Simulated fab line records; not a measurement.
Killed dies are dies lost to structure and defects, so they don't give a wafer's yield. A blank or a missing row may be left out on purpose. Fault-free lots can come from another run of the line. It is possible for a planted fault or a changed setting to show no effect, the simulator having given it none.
Chamber matching | flow nand-harc | 4 sister chambers for NHARC_P_BONDPAD_STRIP_15 on rie-diel-12
The step strips in O2. 4 wafers are shown with their chamber, then 8 later ones without.

## WAFERS PAIRED WITH THEIR CHAMBERS
wafer  | chamber | showerhead-plenum-p-Torr (Torr)
L268.2 | 0       | 3.41
L273.1 | 3       | 3.58
L273.6 | 2       | 3.70
L276.1 | 1       | 3.47

## WAFERS MISSING THEIR CHAMBER
wafer  | showerhead-plenum-p-Torr (Torr)
L276.3 | 3.58
L276.5 | 3.70
L279.4 | 3.47
L279.5 | 3.41
L279.6 | 3.58
L280.2 | 3.46
L280.5 | 3.70
L280.6 | 3.57

## WHICH CHAMBER EACH ONE RAN IN
wafer  | from the rows above | in truth
L276.3 | 3                   | 3
L276.5 | 2                   | 2
L279.4 | 1                   | 1
L279.5 | 0                   | 0
L279.6 | 3                   | 3
L280.2 | 1                   | 1
L280.5 | 2                   | 2
L280.6 | 3                   | 3
8 of 8 placed correctly. Can't be placed from these rows: 0. 0 placed wrongly.
How it was worked out, from the rows above alone: a wafer's distance from a chamber is the root of the sum, over the readings, of the square of ((its reading less the chamber's mean) divided by the reading's scatter). The wafer belongs to the nearest chamber; if the next one is less than 2 further off, it can't be placed. For every chamber, the mean is computed from those of its wafers that are shown. The scatter (one wafer shown for each chamber): square how far every hidden wafer sits from the nearest shown wafer, average those squares and take the square root.
